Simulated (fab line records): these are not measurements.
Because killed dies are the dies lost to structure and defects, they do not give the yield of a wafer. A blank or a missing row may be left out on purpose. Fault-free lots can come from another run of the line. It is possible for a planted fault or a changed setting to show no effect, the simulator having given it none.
Shared-tool check :: flow nand harc :: Sample size 3 lots and 8 wafers

WHY IT WAS OPENED
At NHARC_END_SORT_01 the reading killed at array is flagged on 2 of 3 lots. Wafers without a fault read 26, standard deviation 8.6.
Rule: flag the lot when none of its wafers has a number, or when each of its wafers that has one lies beyond 4 standard deviations from that mean. The rest of the lots are taken to be sound.

lot: L726
measured: day 19 18:16
on: prober-02
killed at array, wafer by wafer: 97 86 99
flag: FLAGGED

lot: L730
measured: day 21 09:51
on: prober-01
killed at array, wafer by wafer: 71 92 88
flag: FLAGGED

lot: L737
measured: day 23 12:30
on: prober-01
killed at array, wafer by wafer: 29 25
flag: 
On average the flagged lots' numbers are 89, which is +63 against the usual, or +7 standard deviations.

WHICH TOOL RAN EACH LOT
Before the reading, the record contains 3 process steps out of a 1159-step route. Cell contents, in order: the tool; ch with the chambers the sampled wafers went through; the start.
lot: L726
flag: FLAGGED
NHARC_A_SLIT_DEP_25: pecvd-03 ch 0,1,2, day 15 03:04
NHARC_A_SLIT_ETCH_15: rie diel-09 ch 0,1,3, day 15 11:11 or earlier
NHARC_A_SLIT_STRIP_18: rie diel-09 ch 0,1, day 15 11:11

lot: L730
flag: FLAGGED
NHARC_A_SLIT_DEP_25: pecvd-03 ch 1,2, day 16 04:31
NHARC_A_SLIT_ETCH_15: rie diel-05 ch 0,2,3, day 16 11:26 or earlier
NHARC_A_SLIT_STRIP_18: rie diel-09 ch 0,1,2, day 16 11:26

lot: L737
flag: 
NHARC_A_SLIT_DEP_25: pecvd-01 ch 0,1,2, day 18 06:55
NHARC_A_SLIT_ETCH_15: rie diel-05 ch 0,3, day 18 15:09 or earlier
NHARC_A_SLIT_STRIP_18: rie diel-11 ch 0,1,3, day 18 15:09
What these steps do:
- NHARC_A_SLIT_DEP_25: deposits SiO2, target thk 200 nm.
- NHARC_A_SLIT_ETCH_15: etches the open film in O2/COS, target depth 3200 nm, time 832 s.
- NHARC_A_SLIT_STRIP_18: strips in O2.
- NHARC_END_SORT_01

FLAGGED OVER TOTAL, TOOL BY TOOL (the gauges that took the reading come last)
step: NHARC_A_SLIT_DEP_25
tool: pecvd-01
lots run: 1
flagged: 0
share of the flagged lots: none
sound lots run after its first flagged lot: -

step: NHARC_A_SLIT_DEP_25
tool: pecvd-03
lots run: 2
flagged: 2
share of the flagged lots: all
sound lots run after its first flagged lot: 0

step: NHARC_A_SLIT_ETCH_15
tool: rie diel-05
lots run: 2
flagged: 1
share of the flagged lots: some
sound lots run after its first flagged lot: 1 (L737)

step: NHARC_A_SLIT_ETCH_15
tool: rie diel-09
lots run: 1
flagged: 1
share of the flagged lots: some
sound lots run after its first flagged lot: 0

step: NHARC_A_SLIT_STRIP_18
tool: rie diel-09
lots run: 2
flagged: 2
share of the flagged lots: all
sound lots run after its first flagged lot: 0

step: NHARC_A_SLIT_STRIP_18
tool: rie diel-11
lots run: 1
flagged: 0
share of the flagged lots: none
sound lots run after its first flagged lot: -

step: NHARC_END_SORT_01
tool: prober-01
lots run: 2
flagged: 1
share of the flagged lots: some
sound lots run after its first flagged lot: 1 (L737)

step: NHARC_END_SORT_01
tool: prober-02
lots run: 1
flagged: 1
share of the flagged lots: some
sound lots run after its first flagged lot: 0
NHARC_A_SLIT_ETCH_15 gives no start for some lots, so the hours and the order of its lots are those of NHARC_A_SLIT_STRIP_18.

WHAT THE TABLE ALLOWS
Rows of the table that ran all the flagged lots, 2 in number: pecvd-03 at NHARC_A_SLIT_DEP_25; rie diel-09 at NHARC_A_SLIT_STRIP_18.
- pecvd-03 at NHARC_A_SLIT_DEP_25: 2 of its 2 lots flagged. The start can't be narrowed down: in this sample, it ran no sound lot prior to its first flagged lot.
- rie diel-09 at NHARC_A_SLIT_STRIP_18: 2 of its 2 lots flagged. The start can't be narrowed down: in this sample, it ran no sound lot prior to its first flagged lot.
Counting lots can't tell these 2 tools apart, because each fits a fault that began at some hour. More lots, or a look at what each step does to the wafer, might.

WHAT THE SIMULATOR PUT IN
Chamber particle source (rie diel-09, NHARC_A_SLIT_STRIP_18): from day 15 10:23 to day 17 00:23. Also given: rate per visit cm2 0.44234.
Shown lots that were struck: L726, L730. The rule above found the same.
